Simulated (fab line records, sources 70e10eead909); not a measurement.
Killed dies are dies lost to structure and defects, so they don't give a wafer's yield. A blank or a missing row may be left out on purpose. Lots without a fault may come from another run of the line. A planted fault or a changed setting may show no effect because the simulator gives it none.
fab line records | flow nand_harc
record lots=6 wafers=18 last_day=32
route steps=1302 shown P_STI@87 END@1302
lots that met no fault: from a run of the same line without faults
start_h: hours from the record's first day to the start of the lot's first wafer shown | wait_h: hours since the lot's step before | " the same as in the row above | L1.1+2: a row that stands for several wafers | - no value, or no start given | * or withheld: withheld | < > ~ a bound
route shown NAME@n: a module of which the file shows steps, and the number in the route of the first | usual: mean/standard deviation of fault-free wafers | same: alike in all rows | chamber/n: place in a boat | sites: the reading at each site | _std_site: their standard deviation | _edge_site: outer sites' mean less inner sites' | radius_mm: how far each site lies from the wafer's centre | mask NAME#n: copy n | behind: the tool/chamber that last shaped the wafer | hold: why the lot was held/for how many hours/how that ended | device: the transistor (n, p or np) that didn't switch | end of line: the same wafers' tests at the end of the route | a step without rows: its recipe alone | killed: dies lost to structure and defects at the first sort, not the wafer's yield | map: a wafer's dies, x killed, . not, _ none there
set.NAME: the setting as run; set.NAME@STEP: as run at that earlier step | model.NAME: the simulator's own value behind a step, which no gauge read
lots at some steps of the route; a table a step, a row a wafer
services: from which hour (start_h, from the record's first day; less than 0 if before it) a tool's chamber was out of use, for how many hours, and why
## steps
# step NHARC_P_STI_DESCUM_14
# recipe time_s=3 o2_flow_sccm=200 ar_flow_sccm=0 bias_power_w=0 chemistry=O2
# usual drypump_motor_current_A=5.6/0.42 oes_product_au=0.996/0.0071 rf_vpp_V=57.7/0.87 showerhead_plenum_p_Torr=1.90/0.054 throttle_valve_pct=11.311/0.0085
# columns lot.wafer tool chamber start_h wait_h drypump_motor_current_A oes_product_au rf_hours_counter_h rf_vpp_V showerhead_plenum_p_Torr throttle_valve_pct
L330.3 rie_diel-09 1 65.95 - 5.4 0.989 5 58.5 1.80 11.305
L330.5 " 2 " " 5.8 0.986 - 57.2 1.98 11.308
L330.6 " 3 " " 5.7 0.987 - 55.9 1.89 11.302
L331.2 rie_diel-09 3 73.93 - 5.7 0.997 5 56.6 1.89 11.300
L331.3 " 0 " " 6.1 0.988 6 57.6 2.01 11.304
L331.5 " 3 " " 5.7 0.997 - 57.4 1.89 11.313
L343.4 rie_diel-06 2 192.77 - 5.5 0.994 5 57.9 1.90 11.311
L343.2 " 1 " " 5.6 0.992 5 57.1 1.86 11.315
L343.5 " 3 " " 6.1 0.989 - 57.8 1.88 11.317
L345.1 rie_diel-06 1 213.21 - 5.6 0.995 6 58.2 1.86 11.303
L345.2 " 3 " " 6.1 0.997 6 60.1 1.88 11.295
L345.4 " 0 " " 4.8 0.998 4 59.1 1.90 11.314
L347.4 rie_diel-13 2 237.90 - 5.4 0.992 4 57.8 1.97 11.318
L347.3 " 3 " " 5.8 0.991 3 59.0 1.87 11.297
L347.5 " 2 " " 5.4 0.991 - 58.3 1.97 11.312
L348.1 rie_diel-09 2 247.87 - 5.7 0.987 5 58.8 1.98 11.309
L348.4 " 3 " " 5.8 0.992 4 58.8 1.89 11.299
L348.5 " 2 " " 5.8 0.984 - 58.7 1.98 11.301
# step NHARC_P_STI_ETCH_42
# recipe target_depth_a=800 overetch_a=240 time_s=61 ion_energy_ev=200 n2_flow_sccm=150 h2_flow_sccm=150 ar_flow_sccm=0 rf_w=400 bias_w=150 chemistry=N2/H2
# usual drypump_motor_current_A=5.6/0.42 oes_product_au=0.997/0.0069 rf_vpp_V=430.0/1.8 showerhead_plenum_p_Torr=2.02/0.06 throttle_valve_pct=14.172/0.0097
# columns lot.wafer tool chamber start_h wait_h drypump_motor_current_A oes_product_au rf_hours_counter_h rf_vpp_V showerhead_plenum_p_Torr throttle_valve_pct
L330.3 rie_diel-09 1 66.01 0.1 5.4 0.991 5 426.2 1.91 14.180
L330.5 " 0 " " 6.1 0.992 - 436.0 2.15 14.176
L330.6 " 1 " " 5.4 0.995 - 428.8 1.91 14.157
L331.2 rie_diel-09 2 74.02 0.1 5.7 0.983 6 432.4 2.11 14.179
L331.3 " 3 " " 5.8 0.992 5 429.9 2.02 14.162
L331.5 " 2 " " 5.8 0.989 - 432.3 2.11 14.182
L343.4 rie_diel-06 3 192.86 0.1 6.1 0.994 5 429.3 2.00 14.176
L343.2 " 2 " " 5.5 0.993 5 430.4 2.03 14.153
L343.5 " 3 " " 6.1 0.990 - 431.5 2.00 14.194
L345.2 rie_diel-06 3 213.30 0.1 6.0 0.996 6 430.0 2.00 14.166
L345.1 " 0 " " 4.8 1.000 4 432.0 2.03 14.174
L345.4 " 1 " " 5.6 1.000 6 428.6 1.98 14.165
L347.3 rie_diel-13 2 237.97 0.1 5.4 0.996 4 431.1 2.10 14.170
L347.4 " 1 " " 5.1 0.997 4 428.3 1.97 14.155
L347.5 " 2 " " 5.4 0.996 - 431.0 2.10 14.167
L348.4 rie_diel-09 1 247.95 0.1 5.4 0.994 4 426.6 1.91 14.180
L348.1 " 2 " " 5.8 0.979 5 432.0 2.11 14.173
L348.5 " 2 " " 5.8 1.000 - 432.6 2.11 14.173
# step NHARC_P_STI_ETCH_31
# recipe target_depth_a=1089 time_s=54.5 cf4_flow_sccm=100 chf3_flow_sccm=30 ar_flow_sccm=0 rf_w=500 bias_w=200 chemistry=CF4/CHF3
# usual drypump_motor_current_A=5.6/0.44 oes_product_au=0.954/0.019 rf_vpp_V=370.1/1.6 showerhead_plenum_p_Torr=1.56/0.041 throttle_valve_pct=16.802/0.0082
# columns lot.wafer tool chamber start_h wait_h drypump_motor_current_A oes_product_au rf_hours_counter_h rf_vpp_V showerhead_plenum_p_Torr throttle_valve_pct
L330.3 rie_diel-09 0 - - 6.1 0.968 6 372.7 1.65 16.820
L330.5 " 3 " " 5.8 0.951 - 371.3 1.56 16.793
L330.6 " 0 " " 6.1 0.961 - 373.5 1.65 16.806
L331.3 rie_diel-09 2 - - 5.7 0.926 6 372.0 1.63 16.795
L331.2 " 0 " " 6.1 0.916 6 372.0 1.65 16.819
L331.5 " 2 " " 5.7 0.917 - 372.0 1.63 16.798
L343.4 rie_diel-06 3 - - 6.1 0.921 5 369.3 1.55 16.801
L343.2 " 1 " " 5.5 0.932 5 368.7 1.53 16.802
L343.5 " 3 " " 6.1 0.926 - 369.8 1.55 16.811
L345.1 rie_diel-06 1 - - 5.6 0.927 6 368.7 1.53 16.807
L345.2 " 2 " " 5.5 0.918 6 369.7 1.56 16.802
L345.4 " 3 " " 6.1 0.926 7 369.5 1.55 16.806
L347.4 rie_diel-13 3 - - 5.7 0.968 3 368.7 1.54 16.791
L347.3 " 2 " " 5.4 0.964 4 372.4 1.61 16.811
L347.5 " 0 " " 6.3 0.978 - 369.7 1.53 16.795
L348.4 rie_diel-09 3 - - 5.7 0.972 4 368.4 1.56 16.806
L348.1 " 1 " " 5.4 0.959 4 366.6 1.48 16.799
L348.5 " 2 " " 5.7 0.951 - 373.1 1.62 16.790
# step NHARC_P_STI_ETCH_15
# recipe target_depth_a=3000 taper_deg=4 time_s=100.1 hbr_flow_sccm=150 cl2_flow_sccm=50 rf_w=400 icp_w=400 bias_w=100 chemistry=HBr/Cl2
# usual drypump_motor_current_A=5.7/0.32 oes_product_au=1.001/0.007 throttle_valve_pct=26.405/0.0085
# columns lot.wafer tool chamber start_h wait_h drypump_motor_current_A oes_product_au rf_hours_counter_h throttle_valve_pct
L330.3 rie_si-05 1 66.25 - 6.1 0.997 0.7 26.403
L330.6 " 2 " " 6.1 1.004 - 26.404
L330.5 " 3 " " 6.4 1.004 - 26.412
L331.3 rie_si-05 0 74.20 - 5.5 0.996 0.8 26.394
L331.2 " 3 " " 6.5 1.001 0.7 26.403
L331.5 " 0 " " 5.5 0.999 - 26.394
L343.2 rie_si-03 3 193.06 - 6.0 0.997 0.9 26.408
L343.4 " 0 " " 5.3 1.001 0.8 26.415
L343.5 " 2 " " 5.5 1.005 - 26.388
L345.1 rie_si-03 2 213.48 - 5.5 0.995 1.0 26.405
L345.4 " 3 " " 6.0 1.003 1.0 26.391
L345.2 " 1 " " 5.4 0.995 1.0 26.416
L347.3 rie_si-03 2 238.16 - 5.5 0.999 0.0 26.417
L347.4 " 3 " " 6.0 1.007 0.0 26.413
L347.5 " 3 " " 6.0 0.992 - 26.402
L348.1 rie_si-02 3 248.17 - 5.9 1.011 0.8 26.402
L348.4 " 0 " " 5.5 1.006 1.1 26.420
L348.5 " 2 " " 5.7 0.996 - 26.405
# step NHARC_P_STI_CD_MEAS_16
# usual cd_nm=199.8/2.3
# columns lot.wafer tool chamber start_h wait_h cd_nm
L330.3 cd_sem-03 - 66.38 - 198.0
L330.5 " - " " 200.5
L330.6 " - " " 199.6
L331.2 cd_sem-01 - 74.37 - 201.8
L331.3 " - " " 201.3
L331.5 " - " " 206.4
L343.2 cd_sem-02 - 193.21 - 196.0
L343.4 " - " " 197.7
L343.5 " - " " 196.4
L345.1 cd_sem-03 - 213.64 - 199.0
L345.2 " - " " 198.6
L345.4 " - " " 198.0
L347.3 cd_sem-01 - 238.33 - 201.5
L347.4 " - " " 204.6
L347.5 " - " " 203.3
L348.1 cd_sem-03 - 248.30 - 197.4
L348.4 " - " " 195.9
L348.5 " - " " 200.1
# step NHARC_P_STI_OCD_MEAS_17
# usual trench_depth_nm=301.2/2.7 trench_foot_cd_nm=158.3/2.2
# columns lot.wafer tool chamber start_h wait_h trench_depth_nm trench_foot_cd_nm
L330.3 ocd-02 - 66.46 0.1 299.3 156.6
L330.5 " - " " 300.0 158.5
L330.6 " - " " 304.1 157.8
L331.2 ocd-02 - 74.45 0.1 299.5 160.5
L331.3 " - " " 295.2 160.9
L331.5 " - " " 298.2 165.0
L343.2 ocd-02 - 193.30 0.1 301.4 156.1
L343.4 " - " " 301.9 157.3
L343.5 " - " " 302.4 156.5
L345.1 ocd-01 - 213.73 0.1 300.7 159.0
L345.2 " - " " 299.1 158.4
L345.4 " - " " 299.5 157.3
L347.3 ocd-02 - 238.41 0.1 300.5 159.7
L347.4 " - " " 301.6 161.7
L347.5 " - " " 301.4 161.3
L348.1 ocd-01 - 248.39 0.1 304.9 155.4
L348.4 " - " " 301.7 154.4
L348.5 " - " " 302.1 158.8
# step NHARC_P_STI_STRIP_19
# recipe time_s=900 temp_c=130 chemistry=SPM
# step NHARC_P_STI_PRECLEAN_32
# recipe time_s=* temp_c=50 bath_age_min=0 chemistry=SC1
# step NHARC_P_STI_SRD_23
# step NHARC_P_STI_OCD_MEAS_43
# usual trench_depth_nm=301.2/2.7 trench_foot_cd_nm=158.3/2.2
# columns lot.wafer tool chamber start_h wait_h trench_depth_nm trench_foot_cd_nm
L330.3 ocd-01 - 66.97 - 299.0 156.0
L330.5 " - " " 300.2 158.5
L330.6 " - " " 304.3 157.6
L331.2 ocd-01 - 74.96 - 300.1 160.0
L331.3 " - " " 295.9 161.4
L331.5 " - " " 298.2 165.3
L343.2 ocd-01 - 193.81 - 301.4 154.9
L343.4 " - " " 301.2 157.5
L343.5 " - " " 302.8 156.9
L345.1 ocd-02 - 214.24 - 300.2 158.9
L345.2 " - " " 299.6 158.3
L345.4 " - " " 299.4 157.2
L347.3 ocd-01 - 238.92 - 300.6 160.1
L347.4 " - " " 302.3 162.0
L347.5 " - " " 301.5 161.8
L348.1 ocd-02 - 248.90 - 304.6 156.4
L348.4 " - " " 301.6 155.0
L348.5 " - " " 301.3 159.5
# step NHARC_P_STI_OXIDE_33
# recipe target_thk_a=100 temp_c=1000 ox_time_s=281 material=SiO2
# step NHARC_P_STI_HDPCVD_20
# recipe target_thk_a=withheld sigma_open_frac=withheld material=SiO2
# step NHARC_P_STI_ANNEAL_34
# recipe temp_c=1000 time_s=1800
# usual run_length_s=1828/7
# columns lot.wafer tool chamber start_h wait_h run_length_s
L330.3 furnace-06 0 80.80 5.6 1835
L330.5 " 0 " " 1835
L330.6 " 0 " " 1835
L331.2 furnace-08 0 86.54 3.7 1824
L331.3 " 0 " " 1824
L331.5 " 0 " " 1824
L343.2 furnace-06 0 208.35 5.5 1478
L343.4 " 0 " " 1478
L343.5 " 0 " " 1478
L345.1 furnace-06 0 233.06 6.1 1472
L345.2 " 0 " " 1472
L345.4 " 0 " " 1472
L347.3 furnace-08 0 253.38 3.7 1822
L347.4 " 0 " " 1822
L347.5 " 0 " " 1822
L348.1 furnace-01 0 260.91 3.4 1826
L348.4 " 0 " " 1826
L348.5 " 0 " " 1826
# step NHARC_P_STI_CMP_21
# recipe t_overpolish_s=20 target_thk_nm=380.67
# usual motor_current_A=11.7/1.4 overpolish_run_s=20.000/0.0092 slurry_flow_ml_min=150.1/0.51
# columns lot.wafer tool chamber start_h wait_h motor_current_A overpolish_run_s slurry_flow_ml_min
L330.3 cmp-03 0 85.71 0.4 11.7 19.990 149.9
L330.6 " 1 " " 10.5 19.994 150.9
L330.5 " 2 " " 12.3 20.006 150.5
L331.3 cmp-04 3 91.51 0.4 10.6 20.018 150.3
L331.2 " 0 " " 14.5 19.997 149.9
L331.5 " 2 " " 11.5 19.998 148.8
L343.4 cmp-03 0 213.28 0.4 11.2 19.993 149.7
L343.2 " 2 " " 12.3 19.990 151.4
L343.5 " 0 " " 11.8 19.991 150.3
L345.4 cmp-01 1 237.95 0.4 14.3 20.008 149.5
L345.1 " 2 " " 14.2 19.994 150.2
L345.2 " 3 " " 13.3 20.005 150.0
L347.3 cmp-01 3 258.26 0.4 13.7 20.010 149.5
L347.4 " 0 " " 10.8 20.000 149.8
L347.5 " 2 " " 13.0 20.001 150.2
L348.4 cmp-03 2 265.83 0.4 12.2 20.040 148.9
L348.1 " 3 " " 11.2 19.991 149.3
L348.5 " 2 " " 12.2 19.996 149.3
# step NHARC_END_SORT_01
# recipe temp_c=25
# usual killed_at_array=53/18 killed_at_other=0.9/1.3 killed_at_periphery=4/3.1 killed_dies=58/18 killed_open=3.4/2 killed_short=2.5/1.8
# same gross_dies=677
# columns lot.wafer tool chamber start_h wait_h killed_at_array killed_at_other killed_at_periphery killed_dies killed_open killed_short
L331.2 prober-01 0 584.91 2.8 39 0 4 43 2 1
L331.3 prober-01 0 585.72 3.1 51 1 4 56 5 1
L331.5 prober-01 0 587.32 3.7 37 0 4 41 7 1
L345.1 prober-02 0 737.43 2.5 75 0 5 80 0 1
L345.2 prober-02 0 738.23 2.8 53 5 4 62 3 1
L345.4 prober-02 0 739.83 3.4 74 2 2 78 5 0
L347.3 prober-01 0 763.46 3.2 71 0 13 84 4 4
L347.4 prober-01 0 764.28 3.5 63 0 12 75 2 0
L347.5 prober-01 0 765.09 3.8 71 0 9 80 6 1
# killed by level:class
L331.2 A_SLIT:chamber_film_flake=22 A_CHANNEL_HOLE_D2:chamber_film_flake=6 P_GATE:chamber_film_flake=3 A_CONTACT:chamber_film_flake=3 A_CHANNEL_HOLE_D1:chamber_film_flake=2 A_STAIRCASE:chamber_film_flake=2 A_CHANNEL_FILL_D1:geometric_particle:open=1 A_ONON_D2:geometric_particle:short=1
L331.3 A_SLIT:chamber_film_flake=27 A_CHANNEL_HOLE_D2:chamber_film_flake=9 P_GATE:chamber_film_flake=3 A_CHANNEL_HOLE_D1:chamber_film_flake=3 A_CONTACT:chamber_film_flake=3 A_WL_FILL:geometric_particle:open=2 A_STAIRCASE:chamber_film_flake=2 P_M0:geometric_particle:open=1
L331.5 A_SLIT:chamber_film_flake=12 A_CHANNEL_HOLE_D2:chamber_film_flake=7 A_CONTACT:chamber_film_flake=5 A_STAIRCASE:chamber_film_flake=3 A_ONON_D1:geometric_particle:open=2 P_ZERO_WELL:chamber_film_flake=2 P_GATE:chamber_film_flake=2 A_CHANNEL_FILL_D1:geometric_particle:open=1
L345.1 A_CHANNEL_HOLE_D1:chamber_film_flake=38 A_SLIT:chamber_film_flake=25 A_WL_FILL:chamber_film_flake=5 P_ZERO_WELL:chamber_film_flake=3 A_CONTACT:chamber_film_flake=3 P_M2:chamber_film_flake=2 A_STAIRCASE:chamber_film_flake=2 A_CHANNEL_HOLE_D2:geometric_particle:short=1
L345.2 A_SLIT:chamber_film_flake=25 A_CHANNEL_HOLE_D1:chamber_film_flake=18 THIN_TSV:chamber_film_flake=5 A_CONTACT:chamber_film_flake=3 A_CHANNEL_FILL_D1:geometric_particle:open=2 P_M2:chamber_film_flake=2 A_STAIRCASE:chamber_film_flake=2 A_DECK1_JOINT:geometric_particle:short=1
L345.4 A_CHANNEL_HOLE_D1:chamber_film_flake=34 A_SLIT:chamber_film_flake=24 A_STAIRCASE:chamber_film_flake=7 A_CHANNEL_HOLE_D1:geometric_particle:open=2 A_WL_FILL:geometric_particle:open=2 A_CONTACT:chamber_film_flake=2 THIN_TSV:chamber_film_flake=2 A_M0:geometric_particle:open=1
L347.3 A_CHANNEL_HOLE_D1:chamber_film_flake=32 A_SLIT:chamber_film_flake=25 P_GATE:chamber_film_flake=8 A_STAIRCASE:chamber_film_flake=4 A_CONTACT:chamber_film_flake=3 A_WL_FILL:chamber_film_flake=2 P_CONTACT:geometric_particle:open=1 P_M0:geometric_particle:short=1
L347.4 A_SLIT:chamber_film_flake=25 A_CHANNEL_HOLE_D1:chamber_film_flake=19 A_STAIRCASE:chamber_film_flake=7 P_M1:chamber_film_flake=6 P_GATE:chamber_film_flake=5 A_DECK1_JOINT:chamber_film_flake=3 A_CHANNEL_HOLE_D2:chamber_film_flake=2 A_CONTACT:chamber_film_flake=2
L347.5 A_CHANNEL_HOLE_D1:chamber_film_flake=35 A_SLIT:chamber_film_flake=23 P_GATE:chamber_film_flake=4 A_M0:geometric_particle:open=2 P_M1:chamber_film_flake=2 A_CHANNEL_HOLE_D2:chamber_film_flake=2 A_CONTACT:chamber_film_flake=2 P_GATE:geometric_particle:open=1
## services
# columns tool chamber start_h hours kind
rie_si-03 - 44.00 9.0 pm
rie_diel-13 1 46.68 4.4 repair
rie_diel-06 - 50.42 1.0 repair
rie_diel-09 - 50.77 1.2 repair
cmp-01 - 53.24 3.1 repair
cmp-03 - 65.02 4.0 pm
cmp-01 - 73.55 2.8 repair
rie_diel-06 2 77.43 2.8 repair
cmp-03 - 77.58 0.8 repair
cmp-01 - 87.50 4.0 pm
rie_diel-06 2 104.59 32.6 repair
rie_diel-06 0 118.18 47.1 repair
rie_diel-06 1 121.51 16.6 repair
rie_diel-06 - 130.59 9.0 pm
rie_diel-09 - 143.12 9.0 pm
cmp-03 - 163.02 4.0 pm
rie_diel-13 - 165.00 9.0 pm
rie_diel-09 3 172.96 11.6 repair
rie_si-03 0 173.82 6.5 repair
rie_diel-13 3 183.55 3.9 repair
rie_diel-09 1 218.83 4.4 repair
rie_si-03 - 221.00 9.0 pm
rie_diel-09 - 251.28 1.1 repair
cmp-03 - 261.02 4.0 pm
## key
first_sign step=NHARC_P_STI_ANNEAL_34 reading=run_length_s direction=down sigmas=50 usual=* struck=*
effect none on later readings
met_at NHARC_P_STI_ANNEAL_34
struck_wafers L343.2,L343.4,L343.5,L345.1,L345.2,L345.4
tester_left_out L343,L345
onset_between 80.80 208.35
fault kind=process_parameter_drift tool=furnace-06 chamber=- onset_h=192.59 steps=NHARC_P_STI_ANNEAL_34 channel=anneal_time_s offset=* shape=step end_h=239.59 acts_in=* stated=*
# tester_left_out: of these lots the tester's yield and bins aren't shown, on N5 and GAA mostly nor the transistor test; their killed dies are dies lost to structure and defects alone, not to doping, threshold or leakage, so they don't give the yield
